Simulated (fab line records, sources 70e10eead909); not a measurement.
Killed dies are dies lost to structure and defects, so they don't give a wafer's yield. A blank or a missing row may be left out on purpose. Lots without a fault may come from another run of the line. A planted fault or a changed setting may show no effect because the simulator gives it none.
Which tool did it? | flow nand_harc | 11 lots, 33 wafers sampled, at 5 steps of a route of 1302

WHAT THE GAUGES READ, wafer by wafer
NHARC_END_SORT_01.
lot  | measured     | on        | killed_at_array | killed_at_other | killed_at_periphery | killed_dies | killed_open | killed_short
L578 | day 24 19:50 | prober-01 | 85 79 71        | 1 0 1           | 5 3 1               | 91 82 73    | 3 2 2       | 4 2 2
L582 | day 26 10:00 | prober-02 | 57 62 57        | 2 0 0           | 1 5 1               | 60 67 58    | 3 5 4       | 0 4 5
L583 | day 26 09:59 | prober-01 | 38 48 48        | 4 3 1           | 3 0 4               | 45 51 53    | 5 3 3       | 1 2 4
L584 | day 26 23:10 | prober-02 | 88 96 93        | 1 0 1           | 4 3 1               | 93 99 95    | 5 5 1       | 3 4 4
L591 | day 29 22:14 | prober-02 | 43 43 50        | 1 1 0           | 6 7 7               | 50 51 57    | 4 5 3       | 2 4 3
L594 | day 31 03:18 | prober-01 | 670 674 670     | 5 3 4           | 2 0 3               | 677 677 677 | 1 2 1       | 1 1 5
L593 | day 31 15:32 | prober-02 | 669 673 671     | 0 0 0           | 8 4 6               | 677 677 677 | 4 2 3       | 2 4 4
L596 | day 33 05:25 | prober-01 | 48 48 44        | 0 0 0           | 5 9 12              | 53 57 56    | 3 4 3       | 2 3 2
L599 | day 33 05:31 | prober-02 | 66 47 68        | 1 1 1           | 2 1 6               | 69 49 75    | 2 3 5       | 5 2 4
L598 | day 33 10:50 | prober-01 | 15 22 19        | 1 2 3           | 4 9 9               | 20 33 31    | 2 4 5       | 2 3 2
L600 | day 33 18:38 | prober-01 | 38 54 46        | 0 0 1           | 2 2 6               | 40 56 53    | 1 1 2       | 3 1 1

WHICH TOOL RAN EACH LOT (tool, then ch and the chambers of the sampled wafers, then the start)
lot  | NHARC_A_STAIRCASE_STRIP_205          | NHARC_A_STAIRCASE_TRIM_220         | NHARC_A_STAIRCASE_ETCH_223                    | NHARC_A_STAIRCASE_TRIM_226
L578 | plasma_asher-02 ch 0,1, day 16 10:58 | rie_diel-04 ch 1,2,3, day 16 12:23 | rie_diel-04 ch 0,1,2, day 16 13:52 or earlier | rie_diel-04 ch 0,1, day 16 13:52
L582 | plasma_asher-02 ch 1, day 18 04:52   | rie_diel-07 ch 2,3, day 18 06:25   | rie_diel-07 ch 0,1,3, day 18 07:07 or earlier | rie_diel-07 ch 0,2, day 18 07:07
L583 | plasma_asher-02 ch 0,1, day 18 06:25 | rie_diel-08 ch 0,1,3, day 18 08:01 | rie_diel-08 ch 1,3, day 18 08:42 or earlier   | rie_diel-08 ch 0,1,2, day 18 08:42
L584 | plasma_asher-01 ch 0,1, day 18 21:20 | rie_diel-08 ch 0,1,2, day 18 22:49 | rie_diel-08 ch 1,2,3, day 18 23:31 or earlier | rie_diel-08 ch 0,2,3, day 18 23:31
L591 | plasma_asher-02 ch 0,1, day 21 22:37 | rie_diel-04 ch 0,1,3, day 22 00:16 | rie_diel-04 ch 0,1,3, day 22 00:55 or earlier | rie_diel-04 ch 0,3, day 22 00:55
L594 | plasma_asher-02 ch 0,1, day 22 21:43 | rie_diel-08 ch 1,2,3, day 22 23:20 | rie_diel-08 ch 1,2, day 23 00:13 or earlier   | rie_diel-08 ch 0,3, day 23 00:13
L593 | plasma_asher-02 ch 0,1, day 23 04:11 | rie_diel-07 ch 0,1,2, day 23 05:48 | rie_diel-07 ch 0,3, day 23 06:29 or earlier   | rie_diel-07 ch 0,1,2, day 23 06:29
L596 | plasma_asher-01 ch 0,1, day 23 17:26 | rie_diel-04 ch 0,1,2, day 23 19:11 | rie_diel-04 ch 0,1,2, day 23 20:04 or earlier | rie_diel-04 ch 0,1,2, day 23 20:04
L599 | plasma_asher-02 ch 0,1, day 24 19:01 | rie_diel-07 ch 0,1,3, day 24 20:35 | rie_diel-07 ch 0,1,3, day 24 21:17 or earlier | rie_diel-07 ch 0,3, day 24 21:17
L598 | plasma_asher-01 ch 0,1, day 24 19:06 | rie_diel-08 ch 2,3, day 24 20:43   | rie_diel-08 ch 0,3, day 24 21:25 or earlier   | rie_diel-08 ch 0,1, day 24 21:25
L600 | plasma_asher-01 ch 0,1, day 25 13:12 | rie_diel-07 ch 2,3, day 25 14:48   | rie_diel-07 ch 1,2, day 25 15:35 or earlier   | rie_diel-07 ch 1,2,3, day 25 15:35
- NHARC_A_STAIRCASE_STRIP_205: strips in O2.
- NHARC_A_STAIRCASE_TRIM_220: chemistry O2, time 211.2 s.
- NHARC_A_STAIRCASE_ETCH_223: etches the open film in C4F8/O2, target depth 100 nm, time 40.5 s.
- NHARC_A_STAIRCASE_TRIM_226: chemistry O2, time 211.2 s.

WHAT THE TOOLS THEMSELVES READ (means of the sampled wafers that have a number; where no wafer has one, the mark that the record gives instead)
NHARC_A_STAIRCASE_STRIP_205.
lot  | tool            | drypump_motor_current_A (A) | heater_power_w (W)
L578 | plasma_asher-02 | 5.8                         | 326
L582 | plasma_asher-02 | 5.8                         | 326
L583 | plasma_asher-02 | 5.8                         | 323
L584 | plasma_asher-01 | 5.2                         | 347
L591 | plasma_asher-02 | 5.8                         | 329
L594 | plasma_asher-02 | 5.8                         | 325
L593 | plasma_asher-02 | 5.8                         | 320
L596 | plasma_asher-01 | 5.3                         | 363
L599 | plasma_asher-02 | 5.8                         | 329
L598 | plasma_asher-01 | 5.2                         | 353
L600 | plasma_asher-01 | 5.2                         | 351

NHARC_A_STAIRCASE_TRIM_220.
lot  | tool        | chamber_pressure_mTorr (mTorr) | drypump_motor_current_A (A) | o2_flow_sccm (sccm) | oes_product_au (a.u.) | rf_vpp_V (V) | showerhead_plenum_p_Torr (Torr) | throttle_valve_pct (%)
L578 | rie_diel-04 | 60.03                          | 5.3                         | 500.4               | 1.009                 | 57.6         | 3.59                            | 17.036
L582 | rie_diel-07 | 60.03                          | 5.7                         | 500.4               | 1.006                 | 57.9         | 3.53                            | 17.036
L583 | rie_diel-08 | 59.98                          | 5.7                         | 500.3               | 0.997                 | 58.5         | 3.66                            | 17.040
L584 | rie_diel-08 | 60.05                          | 5.6                         | 497.6               | 1.008                 | 57.7         | 3.64                            | 17.043
L591 | rie_diel-04 | 60.00                          | 5.3                         | 499.8               | 1.000                 | 58.5         | 3.49                            | 17.028
L594 | rie_diel-08 | 60.03                          | 5.7                         | 499.7               | 0.997                 | 57.9         | 3.53                            | 17.041
L593 | rie_diel-07 | 60.02                          | 5.6                         | 498.2               | 0.991                 | 58.7         | 3.53                            | 17.041
L596 | rie_diel-04 | 60.02                          | 5.5                         | 499.4               | 1.002                 | 58.7         | 3.53                            | 17.036
L599 | rie_diel-07 | 59.99                          | 5.8                         | 498.4               | 0.991                 | 57.5         | 3.54                            | 17.036
L598 | rie_diel-08 | 59.98                          | 5.6                         | 498.9               | 0.995                 | 57.8         | 3.40                            | 17.031
L600 | rie_diel-07 | 59.96                          | 5.8                         | 500.1               | 0.995                 | 57.6         | 3.51                            | 17.036

NHARC_A_STAIRCASE_ETCH_223.
lot  | tool        | bias_w (W) | oes_product_au (a.u.) | rf_vpp_V (V)
L578 | rie_diel-04 | 1003.0     | 0.939                 | 897
L582 | rie_diel-07 | 1001.6     | 0.948                 | 898
L583 | rie_diel-08 | 999.3      | 0.943                 | 902
L584 | rie_diel-08 | 999.9      | 0.933                 | 897
L591 | rie_diel-04 | 999.2      | 0.942                 | 894
L594 | rie_diel-08 | 1001.5     | 0.940                 | 900
L593 | rie_diel-07 | 999.3      | 0.934                 | 898
L596 | rie_diel-04 | 1000.6     | 0.937                 | 896
L599 | rie_diel-07 | 995.2      | 0.953                 | 897
L598 | rie_diel-08 | 1000.4     | 0.948                 | 895
L600 | rie_diel-07 | 997.2      | 0.926                 | 893

NHARC_A_STAIRCASE_TRIM_226.
lot  | tool        | chamber_pressure_mTorr (mTorr) | drypump_motor_current_A (A) | o2_flow_sccm (sccm) | oes_product_au (a.u.) | rf_vpp_V (V) | showerhead_plenum_p_Torr (Torr) | throttle_valve_pct (%)
L578 | rie_diel-04 | 59.97                          | 5.5                         | 498.6               | 1.006                 | 57.4         | 3.48                            | 17.037
L582 | rie_diel-07 | 59.99                          | 5.7                         | 499.0               | 0.994                 | 58.2         | 3.56                            | 17.034
L583 | rie_diel-08 | 60.01                          | 5.6                         | 499.0               | 0.994                 | 57.7         | 3.64                            | 17.036
L584 | rie_diel-08 | 60.04                          | 5.5                         | 499.3               | 1.008                 | 58.6         | 3.52                            | 17.036
L591 | rie_diel-04 | 59.98                          | 5.7                         | 500.3               | 0.996                 | 57.4         | 3.54                            | 17.034
L594 | rie_diel-08 | -                              | -                           | -                   | -                     | -            | -                               | -
L593 | rie_diel-07 | -                              | -                           | -                   | -                     | -            | -                               | -
L596 | rie_diel-04 | 60.06                          | 5.5                         | 499.6               | 0.994                 | 58.5         | 3.53                            | 17.046
L599 | rie_diel-07 | 59.93                          | 5.9                         | 502.0               | 1.000                 | 57.2         | 3.61                            | 17.033
L598 | rie_diel-08 | 60.06                          | 5.5                         | 500.9               | 1.001                 | 58.7         | 3.72                            | 17.033
L600 | rie_diel-07 | 60.05                          | 5.7                         | 498.8               | 0.992                 | 57.4         | 3.49                            | 17.043

THE ANSWER, worked out from the rows above alone
Rule: what is usual is taken from the lots themselves. Put in order of their means at a reading, lots are off if they are a third of the lots or fewer, leave a main group of 4 or more, and stand apart from it by a gap of 3 or more times the standard deviation of the main group's means; of several such gaps the widest counts. A main group whose means are all the same, to the digits that the tables above print for the reading, isn't used. A lot without any number at a reading at which 4 lots or more have one is off too. The other lots that the step has rows for count as sound. The gauges are gone through in route order, then the tools' own readings, and for those a lot's mean is taken as printed above. The first step at which some lot is off is used, and at that step the reading that is off furthest; a lot without a number counts as furthest.
Off: L594, L593, at NHARC_END_SORT_01 (killed_dies). The main group: mean 60, standard deviation 19.
A tool fits if, at a process step before that reading, it ran every lot that is off, and no sound lot after the first of them. The gauges at NHARC_END_SORT_01 aren't tried: what is off there is off at NHARC_A_STAIRCASE_TRIM_226 too, on other tools, and a gauge's error can't cause that. NHARC_A_STAIRCASE_ETCH_223 gives no start for some lots, so the hours and the order of its lots are those of NHARC_A_STAIRCASE_TRIM_226. None of those tried fits.

WHAT THE SIMULATOR HAD PUT IN
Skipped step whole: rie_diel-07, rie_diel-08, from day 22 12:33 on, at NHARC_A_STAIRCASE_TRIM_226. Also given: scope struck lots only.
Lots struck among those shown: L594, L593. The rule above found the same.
